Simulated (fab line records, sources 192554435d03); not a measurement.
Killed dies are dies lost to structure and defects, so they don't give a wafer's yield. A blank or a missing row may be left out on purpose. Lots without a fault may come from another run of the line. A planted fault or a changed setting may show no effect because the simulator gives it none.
Problem report in the 8D (eight disciplines) form, filled by code | flow n5_finfet | the parts of the form that need people (team, actions taken, sign-off) are left out

1. THE PROBLEM
trench_depth_nm at N5_BEOL_M10_OCD_MEAS_38 reads a mean of 20.7 nm on 6 wafers of 2 lots; wafers without a fault read 145.9 nm with a standard deviation of 2.8. That is -45 standard deviations from the usual mean.
First seen on wafer L955.1, day 15 13:53, on ocd-02. The record holds 12 wafers of 4 lots with a number at this step. Rule for "out", or "out of limits": more than 4 standard deviations from the usual mean. The other wafers with a number count as sound.

2. WHAT IT IS AND WHAT IT IS NOT
question                    | is                     | is not
which readings at this step | trench_depth_nm        | -
which lots                  | L955, L957             | L946, L959
which wafers of those lots  | all that have a number | -
read on which gauges        | ocd-02                 | -
when                        | from day 15 13:53      | up to then (3 sound wafers); but 3 sound wafers of L959 came after

3. SUSPECTS, AND WHAT RULES EACH OUT
Counting: a tool at a process step up to the reading stays a suspect if it ran every lot that is out and no sound lot after the first of them.
- the gauge at N5_BEOL_M10_OCD_MEAS_38: ruled out. All the wafers that are out were read on ocd-02, but those of them that N5_BEOL_M10_VIA_ETCH_34 has rows for are out there too, on other tools.
- pvd_sputter-02 at N5_BEOL_M10_HM_DEP_02 (deposits TiN, target thk 20 nm): kept. It ran every lot that is out, first L955 (day 15 09:10), and no sound lot after that; its last sound lot up to then is L946 (day 13 11:25).
Left after counting: pvd_sputter-02 at N5_BEOL_M10_HM_DEP_02.

4. THE CAUSE (what the simulator had put in)
Process parameter drift: pvd_sputter-02, from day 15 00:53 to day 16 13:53, at N5_BEOL_M10_HM_DEP_02. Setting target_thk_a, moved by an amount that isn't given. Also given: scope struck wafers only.
Counting left only this tool.

5. THE CHAIN OF EFFECTS, in route order
Each row: a reading whose mean over the struck wafers that have a number lies more than 3 standard deviations from the usual. Only readings for which the record gives a usual standard deviation are gone through. hours: the time from each lot's start at the first step in this table that gives one to its start at this step, as a median over the lots. sigmas: the change in usual standard deviations.
hours | step                    | reading              | usual     | on struck wafers | change | sigmas
0     | N5_BEOL_M10_VIA_ETCH_34 | oes_product_au       | 0.77 a.u. | 0.36             | -0.41  | -7.8
0     | N5_BEOL_M10_OCD_MEAS_38 | trench_depth_nm      | 145.9 nm  | 20.7             | -125.2 | -45
50    | N5_PASSIVATION_PROBE_49 | defect_limited_yield | 91.0 %    | 10.0             | -81.0  | -54
50    | N5_PASSIVATION_PROBE_49 | killed_at_M4_up      | 14        | 969              | +955   | +99 or more
50    | N5_PASSIVATION_PROBE_49 | killed_dies          | 106       | 1062             | +956   | +53
50    | N5_PASSIVATION_PROBE_49 | killed_on_rim        | 14        | 147              | +133   | +32
50    | N5_PASSIVATION_PROBE_49 | sort_bin_5_function  | 5.3 %     | 86.3             | +81.0  | +81
50    | N5_PASSIVATION_PROBE_49 | sort_n_pass          | 1074      | 118              | -956   | -53
50    | N5_PASSIVATION_PROBE_49 | sort_yield_pct       | 91.0 %    | 10.0             | -81.0  | -54
The process steps in it:
- N5_BEOL_M10_VIA_ETCH_34: etches SiCOH lowk in C4F6/O2, target depth 184.5 nm, time 69.2 s.
- N5_PASSIVATION_PROBE_49
Readings that are blank on the struck wafers while sound wafers have them: M10_THK at N5_BEOL_M10_THK_MEAS_53.

6. WHAT WOULD HAVE CAUGHT IT SOONER
In this record the first reading out of limits at a measuring or inspecting step was taken at day 15 13:53, 13 hours after the fault began at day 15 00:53.
Of the tool readings at N5_BEOL_M10_HM_DEP_02 for which the record gives a usual standard deviation, none was out on any struck wafer, so an alarm limit of 4 standard deviations on them would not have fired.
Of the lots that are out (2), L957 began N5_BEOL_M10_HM_DEP_02 on pvd_sputter-02 after day 15 13:53. A hold on the tool at that time would have spared it.
